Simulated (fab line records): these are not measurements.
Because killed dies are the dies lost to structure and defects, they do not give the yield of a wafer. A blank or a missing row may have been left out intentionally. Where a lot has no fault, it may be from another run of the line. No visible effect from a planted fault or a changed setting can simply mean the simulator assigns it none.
Split-lot trial || flow n5Finfet || on a route of 1938 steps: 7 lots, 21 wafers read

## SPLIT DETAILS
At N5_FIN_CUT_CUT_ETCH_15 (etches Si in HBr/Cl2/O2, target depth 100 nm, bt time 10 s, time 42.4 s), the setting timeS was moved away from the recipe's 42.4 s on 6 of the 21 wafers read, by -11.9% to +21.1%. This setting was run at the recipe's value on the other wafers.

The reading is taken at the split's own step.

## THE READING
SOC_of_FIN_CUT_COAT_18.thkNm (the simulator's own value, which no gauge read), in nm, at N5_FIN_CUT_CUT_ETCH_15 (etches Si in HBr/Cl2/O2, target depth 100 nm, bt time 10 s, time 42.4 s). The file does not state a usual value for it. Average 170.6 nm, standard deviation 1.2 nm, over the 15 wafers here run with the recipe.

{"wafer": "L075.1", "tool, chamber at the split": "rieSi-04, 2", "timeS as run, s": 42.4, "against the recipe": "recipe", "SOC_of_FIN_CUT_COAT_18.thkNm, nm": 170.4, "against lot-mates on the recipe": "-"}
{"wafer": "L075.3", "tool, chamber at the split": "rieSi-04, 3", "timeS as run, s": 42.4, "against the recipe": "recipe", "SOC_of_FIN_CUT_COAT_18.thkNm, nm": 171.2, "against lot-mates on the recipe": "-"}
{"wafer": "L075.6", "tool, chamber at the split": "rieSi-04, 1", "timeS as run, s": 42.4, "against the recipe": "recipe", "SOC_of_FIN_CUT_COAT_18.thkNm, nm": 169.4, "against lot-mates on the recipe": "-"}
{"wafer": "L079.2", "tool, chamber at the split": "rieSi-01, 3", "timeS as run, s": 42.4, "against the recipe": "recipe", "SOC_of_FIN_CUT_COAT_18.thkNm, nm": 171, "against lot-mates on the recipe": "-"}
{"wafer": "L079.3", "tool, chamber at the split": "rieSi-01, 0", "timeS as run, s": 37.36, "against the recipe": "-11.9%", "SOC_of_FIN_CUT_COAT_18.thkNm, nm": 174.2, "against lot-mates on the recipe": "+4.0"}
{"wafer": "L079.5", "tool, chamber at the split": "rieSi-01, 3", "timeS as run, s": 42.4, "against the recipe": "recipe", "SOC_of_FIN_CUT_COAT_18.thkNm, nm": 169.4, "against lot-mates on the recipe": "-"}
{"wafer": "L082.1", "tool, chamber at the split": "rieSi-01, 0", "timeS as run, s": 42.4, "against the recipe": "recipe", "SOC_of_FIN_CUT_COAT_18.thkNm, nm": 172, "against lot-mates on the recipe": "-"}
{"wafer": "L082.2", "tool, chamber at the split": "rieSi-01, 2", "timeS as run, s": 42.4, "against the recipe": "recipe", "SOC_of_FIN_CUT_COAT_18.thkNm, nm": 169.8, "against lot-mates on the recipe": "-"}
{"wafer": "L082.5", "tool, chamber at the split": "rieSi-01, 3", "timeS as run, s": 42.4, "against the recipe": "recipe", "SOC_of_FIN_CUT_COAT_18.thkNm, nm": 171.8, "against lot-mates on the recipe": "-"}
{"wafer": "L083.2", "tool, chamber at the split": "rieSi-01, 0", "timeS as run, s": 42.4, "against the recipe": "recipe", "SOC_of_FIN_CUT_COAT_18.thkNm, nm": 168, "against lot-mates on the recipe": "-"}
{"wafer": "L083.3", "tool, chamber at the split": "rieSi-01, 2", "timeS as run, s": 46.16, "against the recipe": "+8.9%", "SOC_of_FIN_CUT_COAT_18.thkNm, nm": 165.8, "against lot-mates on the recipe": -2.5}
{"wafer": "L083.4", "tool, chamber at the split": "rieSi-01, 1", "timeS as run, s": 42.4, "against the recipe": "recipe", "SOC_of_FIN_CUT_COAT_18.thkNm, nm": 168.6, "against lot-mates on the recipe": "-"}
{"wafer": "L086.2", "tool, chamber at the split": "rieSi-04, 1", "timeS as run, s": 42.4, "against the recipe": "recipe", "SOC_of_FIN_CUT_COAT_18.thkNm, nm": 170.8, "against lot-mates on the recipe": "-"}
{"wafer": "L086.5", "tool, chamber at the split": "rieSi-04, 0", "timeS as run, s": 51.34, "against the recipe": "+21.1%", "SOC_of_FIN_CUT_COAT_18.thkNm, nm": 163, "against lot-mates on the recipe": -7.8}
{"wafer": "L086.6", "tool, chamber at the split": "rieSi-04, 3", "timeS as run, s": 51.34, "against the recipe": "+21.1%", "SOC_of_FIN_CUT_COAT_18.thkNm, nm": 163, "against lot-mates on the recipe": -7.8}
{"wafer": "L092.2", "tool, chamber at the split": "rieSi-06, 1", "timeS as run, s": 38.59, "against the recipe": "-9.0%", "SOC_of_FIN_CUT_COAT_18.thkNm, nm": 175, "against lot-mates on the recipe": "+3.0"}
{"wafer": "L092.5", "tool, chamber at the split": "rieSi-06, 1", "timeS as run, s": 42.4, "against the recipe": "recipe", "SOC_of_FIN_CUT_COAT_18.thkNm, nm": 171.6, "against lot-mates on the recipe": "-"}
{"wafer": "L092.6", "tool, chamber at the split": "rieSi-06, 2", "timeS as run, s": 42.4, "against the recipe": "recipe", "SOC_of_FIN_CUT_COAT_18.thkNm, nm": 172.4, "against lot-mates on the recipe": "-"}
{"wafer": "L097.2", "tool, chamber at the split": "rieSi-06, 0", "timeS as run, s": 42.4, "against the recipe": "recipe", "SOC_of_FIN_CUT_COAT_18.thkNm, nm": 170.8, "against lot-mates on the recipe": "-"}
{"wafer": "L097.4", "tool, chamber at the split": "rieSi-06, 3", "timeS as run, s": 47.8, "against the recipe": "+12.7%", "SOC_of_FIN_CUT_COAT_18.thkNm, nm": 167.6, "against lot-mates on the recipe": -3.5}
{"wafer": "L097.5", "tool, chamber at the split": "rieSi-06, 1", "timeS as run, s": 42.4, "against the recipe": "recipe", "SOC_of_FIN_CUT_COAT_18.thkNm, nm": 171.4, "against lot-mates on the recipe": "-"}

FIT RESULTS
A straight line over all 21 wafers: SOC_of_FIN_CUT_COAT_18.thkNm changes by -0.358 nm for each +1% of timeS; r = -0.92; the points scatter about the line by 1.3 nm.
The same after taking each lot's own level away (the mean of its wafers on the recipe; 21 wafers): -0.348 nm for each +1%; r = -0.97; scatter 0.66 nm.
The reading moves by 7.3 nm for the largest change in timeS, on that fit.
From 168.30 to 172.00 nm: that is the span of the lots' own levels, equal to 3.0 times the standard deviation above.
So the lot-to-lot level changes the slope little: the two slopes agree.
Check: with one of the wafers moved furthest among these (+21.1%) left out of the fit, the line predicts -7.09 nm for it against its lot-mates. Against them it came out at -7.8 nm.

## THESE WAFERS: OTHER SPLITS
Before the reading, these wafers also passed through other splits. Each is held against what the fit with the lots' levels taken away leaves over:
{"other split on the same wafers": "N5_WELL_APT_EXPOSE_05 doseMj", "wafers away from the commonest value": 10, "r with SOC_of_FIN_CUT_COAT_18.thkNm (lot level and that fit taken away)": "+0.13"}
{"other split on the same wafers": "N5_WELL_APT_DEVELOP_07 developTimeS", "wafers away from the commonest value": 5, "r with SOC_of_FIN_CUT_COAT_18.thkNm (lot level and that fit taken away)": -0.39}
{"other split on the same wafers": "N5_FIN_SAQP_SPACER1_ALD_24 tempC", "wafers away from the commonest value": 7, "r with SOC_of_FIN_CUT_COAT_18.thkNm (lot level and that fit taken away)": "+0.22"}

## THE WHOLE CHAIN: every reading that the file lists as answering this split, in the file's order
{"step": "N5_FIN_CUT_CUT_ETCH_15", "what it does": "etches Si in HBr/Cl2/O2, target depth 100 nm, bt time 10 s, time 42.4 s", "reading": "etch.depthNm (the simulator's own value, which no gauge read)", "change (the file's fit)": "+0.879 nm for each +1% of the setting", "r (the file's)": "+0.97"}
{"step": "N5_FIN_CUT_CUT_ETCH_15", "what it does": "etches Si in HBr/Cl2/O2, target depth 100 nm, bt time 10 s, time 42.4 s", "reading": "FIN_CUT.featureDepthNm (the simulator's own value, which no gauge read)", "change (the file's fit)": "+0.879 nm for each +1% of the setting", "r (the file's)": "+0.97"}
{"step": "N5_FIN_CUT_CUT_ETCH_15", "what it does": "etches Si in HBr/Cl2/O2, target depth 100 nm, bt time 10 s, time 42.4 s", "reading": "SOC_of_FIN_CUT_COAT_18.thkNm (the simulator's own value, which no gauge read)", "change (the file's fit)": "-0.337 nm for each +1% of the setting", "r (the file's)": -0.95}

## THE FILE'S OWN FIT
SOC_of_FIN_CUT_COAT_18.thkNm changes by -0.337 nm for each +1% of timeS, r = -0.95.
